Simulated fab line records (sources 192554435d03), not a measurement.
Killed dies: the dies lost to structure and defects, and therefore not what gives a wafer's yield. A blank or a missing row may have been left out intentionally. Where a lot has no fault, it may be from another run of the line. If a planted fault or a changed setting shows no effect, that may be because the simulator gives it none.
Chamber matching	flow n5_finfet	3 sister chambers for N5_BEOL_M6_PECVD_70 on pecvd-04
The step deposits SiO2 from TEOS/O2, target thk 20 nm, time 22.7 s. 14 wafers are shown with their chamber, then 7 later ones without.

== WAFERS WITH THEIR CHAMBER ==
wafer	chamber	showerhead_plenum_p_Torr (Torr)	throttle_valve_pct (%)	heater_power_w (W)
L076.1	2	8.71	22.9	625
L076.2	0	8.70	22.9	638
L076.5	2	8.73	23.0	633
L082.2	0	8.69	23.0	689
L082.3	1	8.87	22.0	603
L082.5	0	8.70	23.0	684
L084.2	0	8.69	22.9	651
L084.3	1	8.88	22.0	601
L084.6	1	8.87	22.1	611
L087.3	2	8.73	23.0	684
L087.4	0	8.70	23.0	599
L087.5	2	8.69	23.3	647
L090.3	2	8.74	23.3	658
L090.4	0	8.71	22.9	559

SIGNATURES, as means of the wafers listed above
reading	chamber 0	chamber 1	chamber 2	scatter within a chamber
showerhead_plenum_p_Torr	8.6983	8.8733	8.7200	0.0133
throttle_valve_pct	22.950	22.033	23.100	0.121
heater_power_w	636.67	605.00	649.40	36.7
Rule: distance of a wafer from a chamber = root of the sum over the readings of ((wafer's reading minus chamber's mean) / reading's scatter) squared. If the next closest chamber is less than 2 further off than the closest, the wafer can't be placed; otherwise it belongs to the closest. The scatter is the square root of a quotient: the sum, over the shown wafers, of each reading's squared deviation from its chamber's mean, divided by wafers minus chambers.

== WAFERS WITH NO CHAMBER GIVEN ==
wafer	showerhead_plenum_p_Torr (Torr)	throttle_valve_pct (%)	heater_power_w (W)
L090.5	8.89	22.3	666
L089.1	8.71	23.5	673
L089.2	8.70	23.0	660
L089.6	8.72	23.4	677
L092.1	8.71	23.0	654
L092.2	8.86	22.3	641
L092.5	8.66	23.1	649

== CHAMBER TAKEN BY EACH ==
wafer	from the rows above	in truth
L090.5	1	1
L089.1	can't be placed: 2 or 0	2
L089.2	can't be placed: 0 or 2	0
L089.6	can't be placed: 2 or 0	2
L092.1	can't be placed: 0 or 2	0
L092.2	1	1
L092.5	can't be placed: 0 or 2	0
Placed correctly: 2 of 7. Unplaceable from these rows: 5, with the true chamber sitting among the candidates in 5. Wrongly placed: 0.
